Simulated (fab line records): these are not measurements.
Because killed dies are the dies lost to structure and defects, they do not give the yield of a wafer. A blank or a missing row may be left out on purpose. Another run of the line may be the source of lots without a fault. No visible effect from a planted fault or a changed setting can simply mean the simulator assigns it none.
fab line records | flow nand-harc
record: lots: 6 | wafers: 18 | last-day: 23
route steps=1159 shown P_ZERO_WELL@60 P_STI@69 END@1159
lots that met no fault: taken from a fault-free run of the same line
start-h: start of the lot's first displayed wafer, in hours after the record's first day | wait-h: hours elapsed since this lot's preceding step | " as in the row above | L1.1+2: a single row standing in for several wafers | - either no value or no given start | * or withheld: withheld | < > ~ a bound
route shown NAME@n: NAME is a module with steps in the file, n the number in the route of the first one | usual: the fault-free wafers' mean and standard deviation | same: alike in all rows | chamber/n: place in a boat | sites: per-site readings | _std_site: standard deviation across them | _edge_site: outer sites' mean less inner sites' | radius-mm: how far each site lies from the wafer's centre | mask NAME#n: copy n | behind: the tool/chamber that last shaped the wafer | hold: why the lot went on hold/how many hours it stayed there/how the hold came to an end | device: names the non-switching transistor (n, p or np) | end of line: at the end of the route, the tests of the same wafers | where a step has no rows: the recipe by itself | killed: count of dies lost to structure and defects at first sort (not the wafer's yield) | map: dies across one wafer; x = killed, . = not, _ = none there
set.NAME: setting as actually run; set.NAME@STEP: the setting as run at that earlier step | model.NAME: the simulator's own value behind a step, which no gauge read
a table for each step, a row for each wafer; lots at some steps of the route
services: from which hour (start-h, from the record's first day; less than 0 if before it) a tool's chamber was out of use, for how many hours, and why
== steps ==
step: NHARC_P_ZERO_WELL_HARDBAKE_53
recipe: temp-c: 125 | time-s: 80
step: NHARC_P_ZERO_WELL_DESCUM_54
recipe: time-s: 3 | o2-flow-sccm: 200 | ar-flow-sccm: 0 | bias-power-w: 0 | chemistry: O2
usual: drypump-motor-current-A: 5.7/0.38 | oes-product-au: 1.005/0.0074 | rf-vpp-V: 58.2/0.84 | showerhead-plenum-p-Torr: 1.98/0.067 | throttle-valve-pct: 11.311/0.0099
lot.wafer | tool        | chamber | start-h | wait-h | drypump-motor-current-A | oes-product-au | rf-hours-counter-h | rf-vpp-V | showerhead-plenum-p-Torr | throttle-valve-pct
L152.4    | rie-diel-04 | 2       | 59.75   | -      | 5.5                     | 1.004          | 10                 | 56.8     | 1.95                     | 11.311
L152.3    | "           | 0       | "       | "      | 5.6                     | 1.010          | 8                  | 59.1     | 2.03                     | 11.318
L152.6    | "           | 2       | "       | "      | 5.5                     | 1.009          | -                  | 58.0     | 1.95                     | 11.329
L153.4    | rie-diel-07 | 3       | 65.69   | -      | 5.3                     | 0.996          | 0                  | 56.4     | 1.79                     | 11.314
L153.2    | "           | 0       | "       | "      | 5.1                     | 0.997          | 0                  | 57.6     | 1.96                     | 11.308
L153.6    | "           | 2       | "       | "      | 5.8                     | 1.005          | -                  | 56.2     | 2.00                     | 11.307
L154.4    | rie-diel-04 | 1       | 71.85   | -      | 5.9                     | 1.012          | 10                 | 59.2     | 2.06                     | 11.314
L154.3    | "           | 2       | "       | "      | 5.5                     | 1.011          | 11                 | 58.2     | 1.95                     | 11.302
L154.1    | "           | 0       | "       | "      | 5.6                     | 1.015          | 8                  | 58.8     | 2.03                     | 11.309
L156.4    | rie-diel-07 | 1       | 83.68   | -      | 5.2                     | 0.983          | 1                  | 58.4     | 2.02                     | 11.326
L156.3    | "           | 2       | "       | "      | 5.8                     | 0.998          | 2                  | 58.9     | 2.00                     | 11.310
L156.2    | "           | 3       | "       | "      | 5.3                     | 0.998          | 1                  | 57.9     | 1.79                     | 11.311
L165.2    | rie-diel-07 | 2       | 138.30  | -      | 5.8                     | 1.012          | 6                  | 59.5     | 2.00                     | 11.324
L165.1    | "           | 3       | "       | "      | 5.3                     | 0.998          | 6                  | 56.5     | 1.79                     | 11.297
L165.5    | "           | 0       | "       | "      | 5.1                     | 0.998          | -                  | 57.4     | 1.96                     | 11.315
L166.1    | rie-diel-04 | 1       | 143.91  | -      | 5.9                     | 0.993          | 1                  | 58.4     | 2.06                     | 11.314
L166.2    | "           | 2       | "       | "      | 5.5                     | 1.006          | 1                  | 58.7     | 1.95                     | 11.327
L166.4    | "           | 0       | "       | "      | 5.6                     | 1.007          | 2                  | 58.3     | 2.03                     | 11.299
step: NHARC_P_ZERO_WELL_IMPLANT_55
recipe: energy-kev: 180 | dose-cm2: 8e+11 | tilt-deg: 7
step: NHARC_P_ZERO_WELL_IMPLANT_61
recipe: energy-kev: 30 | dose-cm2: 5e+11 | tilt-deg: 7
step: NHARC_P_ZERO_WELL_STRIP_56
recipe: time-s: 840 | temp-c: 130 | chemistry: SPM
step: NHARC_P_ZERO_WELL_PRECLEAN_68
recipe: time-s: 60 | temp-c: 50 | bath-age-min: 0 | chemistry: SC1
step: NHARC_P_ZERO_WELL_SRD_69
step: NHARC_P_ZERO_WELL_RTA_42
recipe: temp-c: 1100 | time-s: 300
usual: lamp-power-pct: 34.2/1.8 | wafer_temp_C_max: 1104.6/1
lot.wafer | tool          | chamber | start-h | wait-h | lamp-power-pct | wafer_temp_C_max
L152.3    | rtp-anneal-01 | 0       | 60.95   | -      | 32.6           | 1104.6
L152.4    | "             | 0       | "       | "      | 32.5           | 1104.6
L152.6    | "             | 0       | "       | "      | 32.5           | 1103.6
L153.2    | rtp-anneal-02 | 0       | 66.76   | -      | 36.2           | 1105.5
L153.4    | "             | 0       | "       | "      | 36.2           | 1104.2
L153.6    | "             | 0       | "       | "      | 36.3           | 1104.5
L154.1    | rtp-anneal-01 | 0       | 72.82   | -      | 32.6           | 1104.2
L154.3    | "             | 0       | "       | "      | 32.6           | 1103.9
L154.4    | "             | 0       | "       | "      | 32.6           | 1105.1
L156.2    | rtp-anneal-01 | 0       | 84.84   | -      | 32.4           | 1103.5
L156.3    | "             | 0       | "       | "      | 32.5           | 1104.1
L156.4    | "             | 0       | "       | "      | 32.5           | 1104.0
L165.1    | rtp-anneal-02 | 0       | 139.25  | -      | 36.2           | 1102.7
L165.2    | "             | 0       | "       | "      | 36.2           | 1105.0
L165.5    | "             | 0       | "       | "      | 36.2           | 1104.1
L166.1    | rtp-anneal-01 | 0       | 144.89  | -      | 32.6           | 1105.1
L166.2    | "             | 0       | "       | "      | 32.6           | 1105.8
L166.4    | "             | 0       | "       | "      | 32.5           | 1103.9
step: NHARC_P_ZERO_WELL_INSPECT_43
usual: raw-defect-count: 14/6.7
lot.wafer | tool              | chamber | start-h | wait-h | raw-defect-count
L152.3    | defect-inspect-02 | -       | 61.40   | 0.4    | 21
L152.4    | "                 | -       | "       | "      | 16
L152.6    | "                 | -       | "       | "      | 14
L153.2    | defect-inspect-01 | -       | 67.33   | 0.5    | 9
L153.4    | "                 | -       | "       | "      | 10
L153.6    | "                 | -       | "       | "      | 13
L154.1    | defect-inspect-01 | -       | 73.50   | 0.6    | 12
L154.3    | "                 | -       | "       | "      | 12
L154.4    | "                 | -       | "       | "      | 17
L156.2    | defect-inspect-01 | -       | 85.40   | 0.5    | 15
L156.3    | "                 | -       | "       | "      | 10
L156.4    | "                 | -       | "       | "      | 9
L165.1    | defect-inspect-01 | -       | 139.95  | 0.6    | 8
L165.2    | "                 | -       | "       | "      | 14
L165.5    | "                 | -       | "       | "      | 9
L166.1    | defect-inspect-01 | -       | 145.56  | 0.6    | 12
L166.2    | "                 | -       | "       | "      | 17
L166.4    | "                 | -       | "       | "      | 12
step: NHARC_P_STI_ETCH_26
recipe: target-depth-a: 110 | chemistry: dHF | material: SiO2
step: NHARC_P_STI_PRECLEAN_27
recipe: time-s: * | temp-c: 50 | bath-age-min: 0 | chemistry: SC1
step: NHARC_P_STI_SRD_28
step: NHARC_P_STI_OXIDE_29
recipe: target-thk-a: 100 | temp-c: 900 | ox-time-s: 1362 | material: SiO2
usual: spike-tc-lower-C: 901.4/1.2 | tube-center-temp-C: 899.99/0.079
lot.wafer | tool       | chamber | start-h | wait-h | spike-tc-lower-C | tube-center-temp-C
L152.3    | furnace-04 | 0       | 65.38   | -      | 899.3            | 899.98
L152.4    | "          | 0       | "       | "      | 901.6            | 899.96
L152.6    | "          | 0       | "       | "      | 902.6            | 900.14
L153.2    | furnace-07 | 0       | 74.49   | -      | 901.3            | 899.84
L153.4    | "          | 0       | "       | "      | 901.5            | 900.08
L153.6    | "          | 0       | "       | "      | 898.3            | 899.92
L153.2    | furnace-07 | 0       | 82.56   | 4.4    | 899.6            | 899.97
L153.4    | "          | 0       | "       | "      | 900.7            | 899.97
L153.6    | "          | 0       | "       | "      | 899.3            | 900.01
L154.1    | furnace-07 | 0       | 74.49   | -      | 900.5            | 900
L154.3    | "          | 0       | "       | "      | 899.3            | 900.08
L154.4    | "          | 0       | "       | "      | 899.2            | 899.9
L154.1    | furnace-04 | 0       | 79.43   | 1.3    | 903.0            | 900.04
L154.3    | "          | 0       | "       | "      | 903.0            | 899.97
L154.4    | "          | 0       | "       | "      | 901.0            | 900.08
L156.2    | furnace-03 | 0       | 89.31   | -      | 901.1            | 900.05
L156.3    | "          | 0       | "       | "      | 901.8            | 900.09
L156.4    | "          | 0       | "       | "      | 902.2            | 900.14
L165.1    | furnace-03 | 0       | 146.46  | -      | 902.1            | 899.94
L165.2    | "          | 0       | "       | "      | 901.2            | 899.89
L165.5    | "          | 0       | "       | "      | 898.1            | 900.05
L166.1    | furnace-03 | 0       | 146.46  | -      | 899.3            | 900.03
L166.2    | "          | 0       | "       | "      | 898.8            | 899.98
L166.4    | "          | 0       | "       | "      | 901.1            | 899.99
step: NHARC_P_STI_HM_DEP_30
recipe: target-thk-a: 800 | temp-c: 790 | pressure-mtorr: 300 | time-s: 873 | material: Si3N4
step: NHARC_END_SORT_01
recipe: temp-c: 25
usual: killed-at-array: 29/8.4 | killed-at-other: 0.7/1.2 | killed-at-periphery: 3.8/2.1 | killed-dies: 33/9 | killed-open: 3.4/2 | killed-short: 2.1/1.4
same: gross-dies: 677
lot.wafer | tool      | chamber | start-h | wait-h | killed-at-array | killed-at-other | killed-at-periphery | killed-dies | killed-open | killed-short
L153.2    | prober-01 | 0       | 511.89  | 2.8    | 22              | 0               | 1                   | 23          | 3           | 2
L153.4    | prober-01 | 0       | 513.50  | 3.4    | 21              | 0               | 0                   | 21          | 4           | 1
L153.6    | prober-01 | 0       | 515.12  | 4.0    | 24              | 0               | 3                   | 27          | 2           | 4
L166.1    | prober-01 | 0       | 558.10  | 2.5    | 35              | 1               | 5                   | 41          | 1           | 1
L166.2    | prober-01 | 0       | 558.89  | 2.8    | 36              | 0               | 4                   | 40          | 2           | 2
L166.4    | prober-01 | 0       | 560.49  | 3.4    | 37              | 0               | 5                   | 42          | 1           | 3
killed by level:class
L153.2 A_SLIT:chamber-film-flake=9 A_CHANNEL_HOLE_D1:chamber-film-flake=6 A_WL_FILL:geometric-particle:short=2 A_SOURCE_PLATE:geometric-particle:open=1 A_ONON_D1:geometric-particle:open=1 A_M0:geometric-particle:open=1 P_STI:chamber-film-flake=1 A_STAIRCASE:chamber-film-flake=1
L153.4 A_SLIT:chamber-film-flake=14 A_M0:geometric-particle:open=2 A_CHANNEL_HOLE_D1:chamber-film-flake=2 A_ONON_D1:geometric-particle:short=1 A_CONTACT:geometric-particle:open=1 A_BLC:geometric-particle:open=1
L153.6 A_SLIT:chamber-film-flake=12 A_CHANNEL_HOLE_D1:chamber-film-flake=7 A_WL_FILL:geometric-particle:short=3 P_CONTACT:geometric-particle:open=2 A_STAIRCASE:chamber-film-flake=2 P_STI:geometric-particle:short=1
L166.1 A_SLIT:chamber-film-flake=20 A_CHANNEL_HOLE_D1:chamber-film-flake=6 A_STAIRCASE:chamber-film-flake=4 P_ZERO_WELL:chamber-film-flake=3 A_CONTACT:chamber-film-flake=3 P_M2:geometric-particle:open=1 A_CHANNEL_HOLE_D1:geometric-particle:short=1 P_GATE:chamber-film-flake=1
L166.2 A_SLIT:chamber-film-flake=14 A_CHANNEL_HOLE_D1:chamber-film-flake=12 A_STAIRCASE:chamber-film-flake=3 A_BLC:chamber-film-flake=3 P_CONTACT:geometric-particle:open=1 A_ONON_D1:geometric-particle:short=1 A_CHANNEL_FILL_D1:geometric-particle:open=1 A_CHANNEL_FILL_D1:geometric-particle:short=1
L166.4 A_SLIT:chamber-film-flake=16 A_CHANNEL_HOLE_D1:chamber-film-flake=14 A_STAIRCASE:chamber-film-flake=3 P_ZERO_WELL:chamber-film-flake=2 P_CONTACT:geometric-particle:short=1 P_M0:geometric-particle:short=1 A_CHANNEL_FILL_D1:geometric-particle:short=1 A_M0:geometric-particle:open=1
== services ==
tool        | chamber | start-h | hours | kind
rie-diel-04 | 0       | 41.98   | -     | clean
rie-diel-04 | 1       | 41.98   | -     | clean
rie-diel-04 | 2       | 41.98   | -     | clean
rie-diel-04 | 3       | 41.98   | -     | clean
rie-diel-04 | 0       | 45.29   | 1.6   | repair
rie-diel-07 | -       | 45.59   | 0.4   | repair
rie-diel-07 | -       | 51.20   | 9.0   | pm
rie-diel-07 | 0       | 51.20   | 9.0   | vent-cycle
rie-diel-07 | 1       | 51.20   | 9.0   | vent-cycle
rie-diel-07 | 2       | 51.20   | 9.0   | vent-cycle
rie-diel-07 | 3       | 51.20   | 9.0   | vent-cycle
rie-diel-07 | 0       | 60.20   | -     | clean
rie-diel-07 | 1       | 60.20   | -     | clean
rie-diel-07 | 2       | 60.20   | -     | clean
rie-diel-07 | 3       | 60.20   | -     | clean
rie-diel-04 | 0       | 66.48   | -     | clean
rie-diel-04 | 1       | 66.48   | -     | clean
rie-diel-04 | 2       | 66.48   | -     | clean
rie-diel-04 | 3       | 66.48   | -     | clean
rie-diel-07 | 0       | 84.70   | -     | clean
rie-diel-07 | 1       | 84.70   | -     | clean
rie-diel-07 | 3       | 90.14   | 4.6   | repair
rie-diel-07 | 1       | 94.74   | 4.8   | repair
rie-diel-04 | -       | 111.98  | 9.0   | pm
== key ==
first-sign: step: NHARC_P_STI_OXIDE_29 | reading: visit | direction: added
effect none on later readings
met-at NHARC_P_STI_OXIDE_29
struck-wafers L153.2,L153.4,L153.6,L154.1,L154.3,L154.4
tester-left-out L153,L154
fault: kind: repeated-step-whole | tool: furnace-03,furnace-04,furnace-07 | chamber: - | onset-h: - | steps: NHARC_P_STI_OXIDE_29 | times: 1 | scope: struck-lots-only
tester-left-out: of these lots the tester's yield and bins aren't shown, on N5 and GAA mostly nor the transistor test; their killed dies are dies lost to structure and defects alone, not to doping, threshold or leakage, so they don't give the yield
